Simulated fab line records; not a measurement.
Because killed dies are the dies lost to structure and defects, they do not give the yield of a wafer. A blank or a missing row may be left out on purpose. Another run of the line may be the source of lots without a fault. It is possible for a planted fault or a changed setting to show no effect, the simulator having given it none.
Matching of chambers | flow n5 finfet | N5_BEOL_M7_DESCUM_16 on rie diel-04: 4 sister chambers
The step chemistry O2, time 7.9 s. 8 wafers are shown with their chamber, then 10 later ones without.

## WAFERS WITH THEIR CHAMBER
wafer  | chamber | throttle valve pct (%) | showerhead plenum p Torr (Torr)
L078.2 | 0       | 20.2                   | 2.25
L082.5 | 0       | 20.2                   | 2.25
L082.6 | 1       | 20.8                   | 1.99
L088.2 | 2       | 20.5                   | 2.13
L088.3 | 3       | 19.7                   | 2.09
L088.6 | 1       | 20.6                   | 2.26
L089.3 | 3       | 19.7                   | 2.09
L089.4 | 2       | 20.5                   | 2.13

## WAFERS MISSING THEIR CHAMBER
wafer  | throttle valve pct (%) | showerhead plenum p Torr (Torr)
L089.6 | 19.8                   | 2.09
L094.2 | 20.5                   | 2.13
L094.5 | 20.6                   | 2.25
L094.6 | 20.2                   | 2.25
L095.1 | 19.8                   | 2.08
L095.3 | 20.2                   | 2.24
L095.4 | 20.6                   | 2.25
L097.1 | 20.6                   | 2.25
L097.2 | 19.8                   | 2.08
L097.5 | 19.8                   | 2.08

## CHAMBER TAKEN BY EACH
wafer  | from the rows above     | in truth
L089.6 | 3                       | 3
L094.2 | 2                       | 2
L094.5 | can't be placed: 2 or 1 | 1
L094.6 | 0                       | 0
L095.1 | 3                       | 3
L095.3 | 0                       | 0
L095.4 | can't be placed: 2 or 1 | 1
L097.1 | can't be placed: 2 or 1 | 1
L097.2 | 3                       | 3
L097.5 | 3                       | 3
Correct placement for 7 of the 10. Can't be placed from these rows: 3 (the true chamber is among the candidates in 3). Placed wrongly: 0.
How it was worked out, from the rows above alone: a wafer's distance from a chamber is the root of the sum, over the readings, of the square of ((its reading less the chamber's mean) divided by the reading's scatter). If the next closest chamber is less than 2 further off than the closest, the wafer can't be placed; otherwise it belongs to the closest. For every chamber, the mean is computed from those of its wafers that are shown. How the scatter is found: for the shown wafers, subtract from each reading the mean of its chamber, square and add these, divide the total by (wafers less chambers), then take the root.
